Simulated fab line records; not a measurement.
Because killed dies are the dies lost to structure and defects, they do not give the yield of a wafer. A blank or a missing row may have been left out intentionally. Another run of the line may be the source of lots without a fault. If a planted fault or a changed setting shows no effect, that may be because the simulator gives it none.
Code-filled problem report in 8D (eight disciplines) form    flow n5-finfet    the parts of the form that need people (team, actions taken, sign-off) are left out

1. THE PROBLEM
killed_at_M4_up at N5_PASSIVATION_PROBE_49 reads a mean of 137 on 9 wafers of 3 lots; wafers without a fault read 15 with a standard deviation of 5.6. That is +22 standard deviations from the usual mean.
Seen first at day 15 16:29 on prober-01, wafer L115.1. At this step, 24 wafers from 8 lots have a number in the record. Rule for "out" (also "out of limits"): further than 4 standard deviations from the usual mean. The other wafers with a number count as sound.

2. WHAT THIS IS AND IS NOT
question                     is                                                                                                    is not
which readings at this step  killed_at_M4_up, defect-limited-yield, killed-dies, sort_bin_5_function, sort-n-pass, sort-yield-pct  killed-at-front-end, killed-at-other, killed-short, sort_bin_6_memory, sort_bin_8_speed
which lots                   L114, L115, L116                                                                                      L106, L107, L109, L110, L124
which wafers of those lots   all that have a number                                                                                -
read on which tools          prober-01, prober-02                                                                                  -
when                         from day 15 16:29                                                                                     up to then (12 sound wafers); but 3 sound wafers of L124 came after

3. THE SUSPECTS, EACH WITH WHAT RULES IT OUT
Counting: a tool at any process step up to the reading remains a suspect when it ran all the lots that are out and ran no sound lot after the first of those.
- rie-diel-06 at N5_BEOL_M5_ETCH_68 (etches SOC in N2/H2, target depth 80 nm, overetch 16 nm, time 120 s): kept. It ran every lot that is out, first L115 (day 11 01:53), and no sound lot after that; its last sound lot up to then is L110 (day 10 01:59).
After counting, what remains is rie-diel-06 at N5_BEOL_M5_ETCH_68.

4. THE CAUSE (what the simulator had put in)
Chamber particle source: rie-diel-06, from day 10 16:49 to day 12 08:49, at N5_BEOL_M5_ETCH_68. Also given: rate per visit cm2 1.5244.
After counting, this tool was the only one left.

5. THE EFFECT CHAIN, in route order
One row per reading whose mean, taken over the struck wafers that have a number, lies over 3 standard deviations from the usual. Only readings for which the record gives a usual standard deviation are gone through. hours: the time from each lot's start at the first step in this table that gives one to its start at this step, as a median over the lots. sigmas: the change in usual standard deviations.
hours  step                     reading               usual   on struck wafers  change  sigmas
0      N5_PASSIVATION_PROBE_49  defect-limited-yield  91.4 %  81.8              -9.6    -6.4
0      N5_PASSIVATION_PROBE_49  killed_at_M4_up       15      137               +122    +22
0      N5_PASSIVATION_PROBE_49  killed-dies           102     215               +113    +6.7
0      N5_PASSIVATION_PROBE_49  killed-on-rim         14      28                +14     +3.1
0      N5_PASSIVATION_PROBE_49  sort_bin_5_function   5.1 %   11.2              +6.1    +6.3
0      N5_PASSIVATION_PROBE_49  sort-n-pass           1078    965               -113    -6.3
0      N5_PASSIVATION_PROBE_49  sort-yield-pct        91.3 %  81.8              -9.5    -6.3
Process steps it contains:
- N5_PASSIVATION_PROBE_49

6. WHAT WOULD HAVE CAUGHT IT SOONER
In this record no reading fell out of limits until day 15 16:29, 120 hours after the fault had begun at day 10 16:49.
Of the tool readings at N5_BEOL_M5_ETCH_68 for which the record gives a usual standard deviation, none was out on any struck wafer, so an alarm limit of 4 standard deviations on them would not have fired.
By day 15 16:29 the whole set of lots that are out, 3 in number, had already begun N5_BEOL_M5_ETCH_68 on rie-diel-06. Tool hold at that time: it would have spared none of them.
